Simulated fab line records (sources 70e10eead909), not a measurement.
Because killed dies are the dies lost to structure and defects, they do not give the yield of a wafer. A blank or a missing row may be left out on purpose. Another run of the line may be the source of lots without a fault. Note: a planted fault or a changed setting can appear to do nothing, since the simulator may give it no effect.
Check of tool commonality :: flow nand-harc :: Lots sampled 13, wafers sampled 39

## WHY THIS WAS OPENED
Flagged at NHARC_A_SOURCE_PLATE_INSPECT_08: reading raw-defect-count, on 2 of 13 lots. Fault-free wafers read 55, with a standard deviation of 21.
Rule: flag the lot when none of its wafers has a number, or when each of its wafers that has one lies beyond 4 standard deviations from that mean. As for the other lots, they are considered sound.

lot: L556
measured: day 8 00:22
on: defect-inspect-01
raw-defect-count, wafer by wafer: 45 45 35
flag: 

lot: L557
measured: day 8 03:59
on: defect-inspect-01
raw-defect-count, wafer by wafer: 77 63 51
flag: 

lot: L558
measured: day 8 09:52
on: defect-inspect-01
raw-defect-count, wafer by wafer: 29 51 29
flag: 

lot: L560
measured: day 9 10:49
on: defect-inspect-01
raw-defect-count, wafer by wafer: 97 111 95
flag: 

lot: L562
measured: day 10 11:55
on: defect-inspect-01
raw-defect-count, wafer by wafer: 91 59 128
flag: 

lot: L568
measured: day 12 19:46
on: defect-inspect-02
raw-defect-count, wafer by wafer: 495 493 479
flag: FLAGGED

lot: L570
measured: day 13 18:57
on: defect-inspect-02
raw-defect-count, wafer by wafer: 487 466 457
flag: FLAGGED

lot: L574
measured: day 15 06:09
on: defect-inspect-02
raw-defect-count, wafer by wafer: 56 36 86
flag: 

lot: L575
measured: day 15 09:37
on: defect-inspect-02
raw-defect-count, wafer by wafer: 33 39 31
flag: 

lot: L576
measured: day 16 01:34
on: defect-inspect-02
raw-defect-count, wafer by wafer: 67 47 72
flag: 

lot: L577
measured: day 16 10:29
on: defect-inspect-01
raw-defect-count, wafer by wafer: 35 53 58
flag: 

lot: L578
measured: day 16 16:23
on: defect-inspect-02
raw-defect-count, wafer by wafer: 56 41 56
flag: 

lot: L579
measured: day 17 07:25
on: defect-inspect-01
raw-defect-count, wafer by wafer: 45 28 35
flag: 
The numbers of the flagged lots are 480 on average: +424 against the usual, or +20 standard deviations.

## WHICH TOOL RAN EACH LOT
Before the reading, the record contains 2 process steps out of a 1302-step route. In each cell: the tool, then ch and the chambers that the sampled wafers went through, then the start.
lot: L556
flag: 
NHARC_P_BONDPAD_STRIP_15: rie-diel-08 ch 2,3, day 6 21:42
NHARC_A_SOURCE_PLATE_PRECLEAN_00: wet-bench-02 ch 2,4,7, day 7 02:41

lot: L557
flag: 
NHARC_P_BONDPAD_STRIP_15: rie-diel-12 ch 0,1,2, day 7 03:23
NHARC_A_SOURCE_PLATE_PRECLEAN_00: wet-bench-02 ch 3,4,5, day 7 08:33

lot: L558
flag: 
NHARC_P_BONDPAD_STRIP_15: rie-diel-12 ch 0,3, day 7 08:12
NHARC_A_SOURCE_PLATE_PRECLEAN_00: wet-bench-06 ch 0,3,5, day 7 13:27

lot: L560
flag: 
NHARC_P_BONDPAD_STRIP_15: rie-diel-12 ch 0,2,3, day 8 09:35
NHARC_A_SOURCE_PLATE_PRECLEAN_00: wet-bench-04 ch 1,3,6, day 8 14:26

lot: L562
flag: 
NHARC_P_BONDPAD_STRIP_15: rie-diel-05 ch 0,2,3, day 9 06:01
NHARC_A_SOURCE_PLATE_PRECLEAN_00: wet-bench-06 ch 1,2,6, day 9 11:04

lot: L568
flag: FLAGGED
NHARC_P_BONDPAD_STRIP_15: rie-diel-08 ch 0,1, day 11 18:14
NHARC_A_SOURCE_PLATE_PRECLEAN_00: wet-bench-04 ch 0,3,4, day 11 23:14

lot: L570
flag: FLAGGED
NHARC_P_BONDPAD_STRIP_15: rie-diel-05 ch 2,3, day 12 16:22
NHARC_A_SOURCE_PLATE_PRECLEAN_00: wet-bench-04 ch 2,6,7, day 12 21:13

lot: L574
flag: 
NHARC_P_BONDPAD_STRIP_15: rie-diel-08 ch 0,1,3, day 14 04:53
NHARC_A_SOURCE_PLATE_PRECLEAN_00: wet-bench-02 ch 0,5,6, day 14 09:44

lot: L575
flag: 
NHARC_P_BONDPAD_STRIP_15: rie-diel-05 ch 0,2,3, day 14 08:34
NHARC_A_SOURCE_PLATE_PRECLEAN_00: wet-bench-02 ch 0,2,3, day 14 13:41

lot: L576
flag: 
NHARC_P_BONDPAD_STRIP_15: rie-diel-05 ch 0,2, day 14 23:00
NHARC_A_SOURCE_PLATE_PRECLEAN_00: wet-bench-02 ch 1,2,5, day 15 03:58

lot: L577
flag: 
NHARC_P_BONDPAD_STRIP_15: rie-diel-08 ch 1,2,3, day 15 09:43
NHARC_A_SOURCE_PLATE_PRECLEAN_00: wet-bench-04 ch 1,4,6, day 15 15:08

lot: L578
flag: 
NHARC_P_BONDPAD_STRIP_15: rie-diel-05 ch 0,1,2, day 15 14:26
NHARC_A_SOURCE_PLATE_PRECLEAN_00: wet-bench-06 ch 3,4,5, day 15 19:19

lot: L579
flag: 
NHARC_P_BONDPAD_STRIP_15: rie-diel-05 ch 1,3, day 16 06:17
NHARC_A_SOURCE_PLATE_PRECLEAN_00: wet-bench-04 ch 4,5,7, day 16 11:12
What the steps here do:
- NHARC_P_BONDPAD_STRIP_15: strips in O2.
- NHARC_A_SOURCE_PLATE_PRECLEAN_00: cleans in HF-LAST, time 60 s.
- NHARC_A_SOURCE_PLATE_INSPECT_08

## FLAGGED OVER TOTAL, TOOL BY TOOL (the gauges that took the reading come last)
step: NHARC_P_BONDPAD_STRIP_15
tool: rie-diel-05
lots run: 6
flagged: 1
share of the flagged lots: some
sound lots run after its first flagged lot: 4 (L575,L576,L578,L579)

step: NHARC_P_BONDPAD_STRIP_15
tool: rie-diel-08
lots run: 4
flagged: 1
share of the flagged lots: some
sound lots run after its first flagged lot: 2 (L574,L577)

step: NHARC_P_BONDPAD_STRIP_15
tool: rie-diel-12
lots run: 3
flagged: 0
share of the flagged lots: none
sound lots run after its first flagged lot: -

step: NHARC_A_SOURCE_PLATE_PRECLEAN_00
tool: wet-bench-02
lots run: 5
flagged: 0
share of the flagged lots: none
sound lots run after its first flagged lot: -

step: NHARC_A_SOURCE_PLATE_PRECLEAN_00
tool: wet-bench-04
lots run: 5
flagged: 2
share of the flagged lots: all
sound lots run after its first flagged lot: 2 (L577,L579)

step: NHARC_A_SOURCE_PLATE_PRECLEAN_00
tool: wet-bench-06
lots run: 3
flagged: 0
share of the flagged lots: none
sound lots run after its first flagged lot: -

step: NHARC_A_SOURCE_PLATE_INSPECT_08
tool: defect-inspect-01
lots run: 7
flagged: 0
share of the flagged lots: none
sound lots run after its first flagged lot: -

step: NHARC_A_SOURCE_PLATE_INSPECT_08
tool: defect-inspect-02
lots run: 6
flagged: 2
share of the flagged lots: all
sound lots run after its first flagged lot: 4 (L574,L575,L576,L578)

## WHAT THE TABLE PERMITS
2 rows of the table ran every flagged lot: wet-bench-04 at NHARC_A_SOURCE_PLATE_PRECLEAN_00, defect-inspect-02 at NHARC_A_SOURCE_PLATE_INSPECT_08.
- wet-bench-04 at NHARC_A_SOURCE_PLATE_PRECLEAN_00: 2 of its 5 lots flagged. Sound lots ran on it after the first flagged one (L577, L579), which a lasting fault on the whole tool wouldn't allow.
- defect-inspect-02 at NHARC_A_SOURCE_PLATE_INSPECT_08: 2 of its 6 lots flagged. Sound lots ran on it after the first flagged one (L574, L575, L576, L578), which a lasting fault on the whole tool wouldn't allow.
Every row of the table either missed a flagged lot or ran a sound lot after the first.

## WHAT WAS PUT IN BY THE SIMULATOR
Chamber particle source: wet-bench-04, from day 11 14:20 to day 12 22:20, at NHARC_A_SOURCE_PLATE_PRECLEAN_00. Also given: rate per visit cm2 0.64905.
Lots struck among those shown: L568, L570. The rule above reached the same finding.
